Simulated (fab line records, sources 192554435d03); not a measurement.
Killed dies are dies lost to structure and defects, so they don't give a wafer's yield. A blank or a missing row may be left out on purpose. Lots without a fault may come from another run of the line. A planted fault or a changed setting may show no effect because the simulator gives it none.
A struck lot beside a sound one | flow n5_finfet | 17 steps out of a route of 1938
Sound: wafers L981.1, L981.3, L981.4. Struck: wafers L969.1, L969.3, L969.5. The cause comes at the end.
At each step with rows: each side's tool, then ch and its chambers, then its first start. Under that, the readings that differ: sound wafers | struck wafers | difference of the means | sigmas: that difference in standard deviations of wafers without a fault.
alike: readings whose means differ by less than 2 such deviations, and words and numbers that are the same on both sides. not compared: withheld readings, readings that some wafer has no value for, bounds like >300 that may hide the same value, and numbers for which the record gives no deviation and whose values overlap.
The two part at a step that has a row with sigmas, a row that says differs or no value, or rows on one side only. Numbers that don't overlap but have no deviation are shown without sigmas and don't part them. A reading that every wafer of one side lacks parts them only if that side has two wafers or more.

N5_BEOL_M14_TRENCH_ETCH_34: etches SiO2 in C4F8/O2/Ar, target depth 556.65 nm, time 126.9 s.
  sound on rie_diel-01 ch 1,2,3, day 17 11:08; struck on rie_diel-02 ch 0,1,3, day 13 22:13
  alike: drypump_motor_current_A, oes_product_au, rf_vpp_V, showerhead_plenum_p_Torr, throttle_valve_pct
  not compared: rf_hours_counter_h
then, 1 step without rows for these wafers: N5_BEOL_M14_STRIP_70 (strips in C4F8/O2/Ar).
N5_BEOL_M14_OCD_MEAS_35:
  sound on ocd-02, day 17 11:18; struck on ocd-01, day 13 22:22
  alike: trench_depth_nm
N5_BEOL_M14_STRIP_37: strips in O2.
  sound on rie_diel-06 ch 0,1,2, day 17 11:29; struck on rie_diel-02 ch 0,2,3, day 13 22:40
  reading                | sound             | struck            | difference | sigmas
  oes_product_au (a.u.)  | 0.96 0.99 0.84    | 0.70 0.69 0.73    | -0.22      | -3
  throttle_valve_pct (%) | 16.77 16.39 16.53 | 17.26 17.22 16.65 | +0.48      | +2
  alike: drypump_motor_current_A, rf_vpp_V, showerhead_plenum_p_Torr
  not compared: rf_hours_counter_h
then, 5 steps without rows for these wafers: N5_BEOL_M14_ETCH_38 (etches SiCN in CF4/N2, target depth 106.5 nm, time 120.6 s); N5_BEOL_M14_PRECLEAN_39 (cleans in residue remover, time 60 s); N5_BEOL_M14_SRD_40 (time 30 s, dry time 30 s); N5_BEOL_M14_DEGAS_41 (time 60 s); N5_BEOL_M14_PRE_CLEAN_42 (time 30 s).
N5_BEOL_M14_SPUTTER_43: material TaN, target thk 15 nm, time 24.19 s.
  sound on pvd_sputter-03, day 17 12:14; struck on pvd_sputter-01, day 13 23:05
  alike: chamber_pressure_pa, throttle_valve_pct
N5_BEOL_M14_SPUTTER_44: material Ta, target thk 15 nm, time 24.19 s.
  sound on pvd_sputter-03, day 17 12:19; struck on pvd_sputter-01, day 13 23:10
  alike: chamber_pressure_pa, throttle_valve_pct
N5_BEOL_M14_SPUTTER_45: material Cu, target thk 100 nm, time 16.67 s.
  sound on pvd_sputter-03, day 17 12:24; struck on pvd_sputter-01, day 13 23:15
  alike: chamber_pressure_pa, throttle_valve_pct
N5_BEOL_M14_ECD_47: material Cu, target thk 1248 nm.
  sound on ecd_cu-02 ch 0,1, day 17 12:31; struck on ecd_cu-01 ch 1, day 13 23:22
  reading                                 | sound          | struck         | difference | sigmas
  model.Cu_of_BEOL_M14_ECD_47.thk_nm (nm) | 1246 1244 1238 | 2386 2390 2391 | +1146      |
then, 1 step without rows for these wafers: N5_BEOL_M14_ANNEAL_48 (time 90 s).
N5_BEOL_M14_CMP_49: polishes, stops on SiO2, t overpolish 5.2 s, target thk 560 nm.
  sound on cmp-03 ch 0,1,2, day 17 13:01; struck on cmp-04 ch 1,2,3, day 14 00:01
  reading                | sound       | struck      | difference | sigmas
  time_to_endpoint_s (s) | 116 115 126 | 221 228 229 | +107       | +27
  alike: clearing_platen_down_force_psi, motor_current_A
N5_BEOL_M14_THK_MEAS_50: measures by xrf.
  sound on film_metro-02, day 17 13:19; struck on film_metro-02, day 14 00:19
  alike: M14_THK
N5_PASSIVATION_PROBE_49:
  the record has rows for the struck wafers here (prober-01, day 14 20:32) and none for the sound ones

WHERE THEY PART
First at N5_BEOL_M14_STRIP_37; last, within this record, at N5_PASSIVATION_PROBE_49.

WHY: what the simulator had put in
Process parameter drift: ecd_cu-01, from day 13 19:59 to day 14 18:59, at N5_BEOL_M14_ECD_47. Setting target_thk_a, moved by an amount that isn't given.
